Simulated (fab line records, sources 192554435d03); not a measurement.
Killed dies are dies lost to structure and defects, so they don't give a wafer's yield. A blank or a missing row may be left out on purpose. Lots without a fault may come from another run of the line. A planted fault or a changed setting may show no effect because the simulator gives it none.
Chamber matching | flow n5_finfet | N5_DUMMY_REMOVAL_STRIP_10 on rie_diel-04: 4 sister chambers
The step strips in N2/H2, time 40 s. 8 wafers are shown with their chamber, then 7 later ones without.

WAFERS WITH THEIR CHAMBER
wafer  | chamber | showerhead_plenum_p_Torr (Torr) | drypump_motor_current_A (A)
L077.3 | 0       | 3.20                            | 6.3
L087.3 | 2       | 3.37                            | 5.4
L087.5 | 3       | 3.49                            | 5.9
L088.2 | 0       | 3.19                            | 6.4
L088.3 | 1       | 3.51                            | 6.1
L088.5 | 2       | 3.37                            | 5.4
L092.1 | 3       | 3.49                            | 6.0
L092.2 | 1       | 3.50                            | 6.0

WAFERS WITHOUT THEIR CHAMBER
wafer  | showerhead_plenum_p_Torr (Torr) | drypump_motor_current_A (A)
L092.4 | 3.37                            | 5.4
L093.3 | 3.19                            | 6.3
L093.5 | 3.37                            | 5.5
L093.6 | 3.50                            | 6.0
L097.1 | 3.50                            | 6.0
L097.2 | 3.19                            | 6.3
L097.6 | 3.36                            | 5.4

WHICH CHAMBER EACH WENT THROUGH
wafer  | from the rows above     | in truth
L092.4 | 2                       | 2
L093.3 | 0                       | 0
L093.5 | 2                       | 2
L093.6 | can't be placed: 1 or 3 | 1
L097.1 | can't be placed: 1 or 3 | 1
L097.2 | 0                       | 0
L097.6 | 2                       | 2
Placed correctly: 5 of 7. Can't be placed from these rows: 2 (the true chamber is among the candidates in 2). Placed wrongly: 0.
How it was worked out, from the rows above alone: a wafer's distance from a chamber is the root of the sum, over the readings, of the square of ((its reading less the chamber's mean) divided by the reading's scatter). The wafer belongs to the nearest chamber; if the next one is less than 2 further off, it can't be placed. A chamber's mean is the mean of its shown wafers. The scatter: the root of (the sum of the squares of (reading less its chamber's mean) over the shown wafers, divided by (wafers less chambers)).
